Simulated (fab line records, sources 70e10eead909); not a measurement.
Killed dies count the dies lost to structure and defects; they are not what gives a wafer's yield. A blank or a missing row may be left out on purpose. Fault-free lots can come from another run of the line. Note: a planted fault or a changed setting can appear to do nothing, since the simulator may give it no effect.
A lot that was struck, set against a sound lot | flow nand harc | 15 steps out of a route of 1302
Sound: these wafers, L630.1, L630.3, L630.5. Struck: wafer L638.6. (L638.3, L638.4 of the same lot were not struck and are left out.) The cause comes at the end.
Per side, at each step with rows, come the tool, then ch with its chambers, and then its first start. Under that, the readings that differ: sound wafers | struck wafers | difference of the means | sigmas: that difference in standard deviations of wafers without a fault.
alike: a reading whose means differ by less than 2 such deviations, as well as words and numbers matching on both sides. not compared: withheld readings; readings where some wafer has no value; bounds like >300 that might hide an equal value; numbers whose values overlap and for which the record gives no deviation.
A row with sigmas, a row that says differs or no value, or rows on one side alone: a step with any of these is where the two part. When numbers do not overlap yet have no deviation, they are printed without sigmas and do not part them. A reading that every wafer of one side lacks parts them only if that side has two wafers or more.

first, 1 step without rows for these wafers: NHARC_A_DECK1_JOINT_SRD_15.
NHARC_A_DECK1_JOINT_DEP_16: deposits SiO2, target thk 45 nm.
  sound on pecvd-04 ch 0,1,2, day 12 18:43; struck on pecvd-01 ch 1, day 17 01:31
  reading                | sound          | struck | difference | sigmas
  throttle valve pct (%) | 16.0 16.8 15.9 | 14.9   | -1.3       | -3
  alike: heater power w
NHARC_A_DECK1_JOINT_THK_MEAS_17: measures by ellipsometry.
  sound on film metro-01 at day 12 19:00; struck on film metro-01 at day 17 01:46
  alike: thk nm
NHARC_A_DECK1_JOINT_INSPECT_05:
  sound on defect inspect-01 at day 12 19:02; struck on defect inspect-02 at day 17 01:49
  alike: raw defect count
following that, 1 step holds no rows for these wafers, namely NHARC_A_ONON_D2_DEP_00 (target thickness 1000 nm).
NHARC_A_ONON_D2_THK_MEAS_02: measures by ellipsometry.
  sound on film metro-01 at day 12 19:37; struck on film metro-01 at day 17 02:23
  alike: thk nm
following that, 1 step holds no rows for these wafers, namely NHARC_A_ONON_D2_DEP_03 (target thickness 1000 nm).
NHARC_A_ONON_D2_THK_MEAS_05: measures by ellipsometry.
  sound on film metro-02 at day 12 20:11; struck on film metro-01 at day 17 02:57
  reading     | sound       | struck | difference | sigmas
  thk nm (nm) | 979 980 982 | 1017   | +37        | +4
following that, 1 step holds no rows for these wafers, namely NHARC_A_ONON_D2_DEP_06 (target thickness 1000 nm).
NHARC_A_ONON_D2_THK_MEAS_08: measures by ellipsometry.
  sound on film metro-02 at day 12 20:46; struck on film metro-01 at day 17 03:31
  alike: thk nm
following that, 1 step holds no rows for these wafers, namely NHARC_A_ONON_D2_DEP_09 (target thickness 1000 nm).
NHARC_A_ONON_D2_THK_MEAS_11: measures by ellipsometry.
  sound on film metro-02 at day 12 21:20; struck on film metro-01 at day 17 04:05
  alike: thk nm
NHARC_A_ONON_D2_DEP_12: target thk 1000 nm.
  sound on pecvd onon-01 ch 0, day 12 21:23; struck on pecvd onon-04 ch 0, day 17 04:16
  alike: n2 flow sccm
NHARC_A_ONON_D2_THK_MEAS_14: measures by ellipsometry.
  sound on film metro-01 at day 12 21:54; struck on film metro-02 at day 17 04:39
  reading     | sound       | struck | difference | sigmas
  thk nm (nm) | 988 987 988 | 714    | -274       | -29
then, 1 step without rows for these wafers: NHARC_A_ONON_D2_ANNEAL_15 (time 3600 s).

== WHERE THEY PART ==
Earliest at NHARC_A_DECK1_JOINT_DEP_16; latest, in this record, at NHARC_A_ONON_D2_THK_MEAS_14.

WHY: what the simulator had put in
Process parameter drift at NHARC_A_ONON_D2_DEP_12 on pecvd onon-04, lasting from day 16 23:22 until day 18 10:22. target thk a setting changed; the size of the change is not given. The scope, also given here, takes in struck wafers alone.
